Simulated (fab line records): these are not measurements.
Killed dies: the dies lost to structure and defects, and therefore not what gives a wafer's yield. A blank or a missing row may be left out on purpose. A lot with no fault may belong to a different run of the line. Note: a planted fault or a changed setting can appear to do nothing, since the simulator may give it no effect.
Chamber matching / flow n5_finfet / rie_diel-06 running N5_DUMMY_GATE_ETCH_31: 4 sister chambers
The step etches SiO2 in C4F6/O2, target depth 82.5 nm, time 27.5 s. 8 wafers are shown with their chamber, then 10 later ones without.

== WAFERS PAIRED WITH THEIR CHAMBERS ==
wafer=L084.4; chamber=0; showerhead_plenum_p_Torr (Torr)=2.84; drypump_motor_current_A (A)=5.4
wafer=L086.5; chamber=3; showerhead_plenum_p_Torr (Torr)=2.81; drypump_motor_current_A (A)=5.1
wafer=L087.5; chamber=2; showerhead_plenum_p_Torr (Torr)=2.88; drypump_motor_current_A (A)=5.8
wafer=L088.2; chamber=1; showerhead_plenum_p_Torr (Torr)=2.70; drypump_motor_current_A (A)=5.8
wafer=L088.3; chamber=2; showerhead_plenum_p_Torr (Torr)=2.88; drypump_motor_current_A (A)=5.8
wafer=L088.5; chamber=1; showerhead_plenum_p_Torr (Torr)=2.70; drypump_motor_current_A (A)=5.7
wafer=L091.1; chamber=3; showerhead_plenum_p_Torr (Torr)=2.80; drypump_motor_current_A (A)=5.2
wafer=L091.3; chamber=0; showerhead_plenum_p_Torr (Torr)=2.84; drypump_motor_current_A (A)=5.4

== WAFERS MISSING THEIR CHAMBER ==
wafer=L091.6; showerhead_plenum_p_Torr (Torr)=2.80; drypump_motor_current_A (A)=5.1
wafer=L093.1; showerhead_plenum_p_Torr (Torr)=2.88; drypump_motor_current_A (A)=5.8
wafer=L093.3; showerhead_plenum_p_Torr (Torr)=2.80; drypump_motor_current_A (A)=5.2
wafer=L093.6; showerhead_plenum_p_Torr (Torr)=2.83; drypump_motor_current_A (A)=5.4
wafer=L094.1; showerhead_plenum_p_Torr (Torr)=2.83; drypump_motor_current_A (A)=5.4
wafer=L094.2; showerhead_plenum_p_Torr (Torr)=2.80; drypump_motor_current_A (A)=5.2
wafer=L094.3; showerhead_plenum_p_Torr (Torr)=2.87; drypump_motor_current_A (A)=5.8
wafer=L097.1; showerhead_plenum_p_Torr (Torr)=2.83; drypump_motor_current_A (A)=5.4
wafer=L097.3; showerhead_plenum_p_Torr (Torr)=3.04; drypump_motor_current_A (A)=5.8
wafer=L097.6; showerhead_plenum_p_Torr (Torr)=2.87; drypump_motor_current_A (A)=5.8

== CHAMBER TAKEN BY EACH ==
wafer=L091.6; from the rows above=3; in truth=3
wafer=L093.1; from the rows above=2; in truth=2
wafer=L093.3; from the rows above=3; in truth=3
wafer=L093.6; from the rows above=0; in truth=0
wafer=L094.1; from the rows above=0; in truth=0
wafer=L094.2; from the rows above=3; in truth=3
wafer=L094.3; from the rows above=2; in truth=2
wafer=L097.1; from the rows above=0; in truth=0
wafer=L097.3; from the rows above=2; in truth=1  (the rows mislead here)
wafer=L097.6; from the rows above=2; in truth=2
Placed correctly: 9 of 10. Number that these rows cannot place: 0. Number placed wrongly: 1.
How it was worked out, from the rows above alone: a wafer's distance from a chamber is the root of the sum, over the readings, of the square of ((its reading less the chamber's mean) divided by the reading's scatter). If the next closest chamber is less than 2 further off than the closest, the wafer can't be placed; otherwise it belongs to the closest. Each chamber's mean is taken over the wafers shown for it. The scatter is the square root of a quotient: the sum, over the shown wafers, of each reading's squared deviation from its chamber's mean, divided by wafers minus chambers.
